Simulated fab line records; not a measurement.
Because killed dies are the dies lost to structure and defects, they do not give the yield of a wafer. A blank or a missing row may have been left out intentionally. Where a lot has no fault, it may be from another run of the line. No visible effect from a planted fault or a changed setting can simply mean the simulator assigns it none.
Chamber matching + flow nand harc + NHARC_A_SLIT_DEP_23 on pecvd-04 has 3 sister chambers
The step deposits SiON, target thk 100 nm. 6 wafers are shown with their chamber, then 11 later ones without.

## WAFERS, EACH WITH ITS CHAMBER
| wafer  | chamber | heater power w (W) | susceptor temp C (C) |
|--------|---------|--------------------|----------------------|
| L085.2 | 0       | 764                | 400.23               |
| L091.1 | 1       | 727                | 400.08               |
| L091.6 | 1       | 743                | 400.02               |
| L092.2 | 0       | 740                | 399.86               |
| L092.5 | 2       | 794                | 400.02               |
| L093.2 | 2       | 834                | 399.88               |

## WAFERS WITHOUT THEIR CHAMBER
| wafer  | heater power w (W) | susceptor temp C (C) |
|--------|--------------------|----------------------|
| L093.5 | 728                | 399.95               |
| L093.6 | 716                | 399.73               |
| L095.2 | 782                | 400.00               |
| L095.3 | 858                | 400.19               |
| L095.6 | 767                | 399.85               |
| L097.1 | 761                | 399.57               |
| L097.3 | 749                | 399.80               |
| L097.6 | 837                | 399.76               |
| L096.1 | 825                | 400.04               |
| L096.3 | 685                | 400.04               |
| L096.4 | 825                | 399.92               |

## CHAMBER TAKEN BY EACH
| wafer  | from the rows above          | in truth |
|--------|------------------------------|----------|
| L093.5 | can't be placed: 1 or 0      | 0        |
| L093.6 | can't be placed: 1 or 0      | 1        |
| L095.2 | can't be placed: 0 or 2 or 1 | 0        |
| L095.3 | 2                            | 2        |
| L095.6 | can't be placed: 0 or 1 or 2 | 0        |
| L097.1 | can't be placed: 0 or 1 or 2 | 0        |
| L097.3 | can't be placed: 0 or 1 or 2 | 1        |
| L097.6 | 2                            | 2        |
| L096.1 | 2                            | 2        |
| L096.3 | can't be placed: 1 or 0      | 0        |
| L096.4 | 2                            | 2        |
Placed correctly: 4 of 11. Cannot be placed on the basis of these rows: 7; the candidates contain the true chamber in 7. Placed wrongly: 0.
How it was worked out, from the rows above alone: a wafer's distance from a chamber is the root of the sum, over the readings, of the square of ((its reading less the chamber's mean) divided by the reading's scatter). If the next closest chamber is less than 2 further off than the closest, the wafer can't be placed; otherwise it belongs to the closest. The mean given for a chamber averages the wafers shown for that chamber. The scatter is the square root of a quotient: the sum, over the shown wafers, of each reading's squared deviation from its chamber's mean, divided by wafers minus chambers.
